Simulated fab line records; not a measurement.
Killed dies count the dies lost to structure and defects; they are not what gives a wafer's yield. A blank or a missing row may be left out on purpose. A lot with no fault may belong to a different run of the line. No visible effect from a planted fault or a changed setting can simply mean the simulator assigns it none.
Which tool was responsible? / flow n5Finfet / Sampling: 6 lots, 17 wafers, 2 of 1938 route steps

== WHAT THE GAUGES READ, wafer by wafer ==
N5_PMOS_HMC_CHANNEL_EPI_CD_MEAS_09: the cd target is 237.4 nm.
lot=L123; measured=day 1 23:50; on=cdSem-03; cdNm (nm)=235.7 237.2 237.4
lot=L126; measured=day 2 17:39; on=cdSem-01; cdNm (nm)=237.5 238.8 238.2
lot=L129; measured=day 3 11:14; on=cdSem-01; cdNm (nm)=238.1 238.0
lot=L134; measured=day 4 17:42; on=cdSem-02; cdNm (nm)=236.2 236.5 235.8
lot=L136; measured=day 5 05:07; on=cdSem-01; cdNm (nm)=238.5 239.1 237.9
lot=L145; measured=day 7 11:57; on=cdSem-02; cdNm (nm)=236.0 236.2 235.5

== EACH LOT AND THE TOOL THAT RAN IT (in order: tool; ch and the chambers of the sampled wafers; start) ==
lot=L123; N5_WELL_APT_COAT_02=lithoTrack-02 ch 0, day 1 19:45
lot=L126; N5_WELL_APT_COAT_02=lithoTrack-02 ch 0, day 2 13:25
lot=L129; N5_WELL_APT_COAT_02=lithoTrack-03 ch 0, day 3 07:38
lot=L134; N5_WELL_APT_COAT_02=lithoTrack-04 ch 0, day 4 13:29
lot=L136; N5_WELL_APT_COAT_02=lithoTrack-03 ch 0, day 5 01:17
lot=L145; N5_WELL_APT_COAT_02=lithoTrack-02 ch 0, day 7 07:20
- N5_WELL_APT_COAT_02: resist thk 950 nm.

== THE ANSWER, worked out from the rows above alone ==
Rule: usual is defined by the lots themselves. Put in order of their means at a reading, lots are off if they are a third of the lots or fewer, leave a main group of 4 or more, and stand apart from it by a gap of 3 or more times the standard deviation of the main group's means; of several such gaps the widest counts. If all means in a main group match to the digits the tables above print for the reading, that group is not used. A lot without any number at a reading at which 4 lots or more have one is off too. All remaining lots with rows at the step are treated as sound.
No lot is off at any reading shown: from this, nothing can be told.

== WHAT THE SIMULATOR HAD PUT IN ==
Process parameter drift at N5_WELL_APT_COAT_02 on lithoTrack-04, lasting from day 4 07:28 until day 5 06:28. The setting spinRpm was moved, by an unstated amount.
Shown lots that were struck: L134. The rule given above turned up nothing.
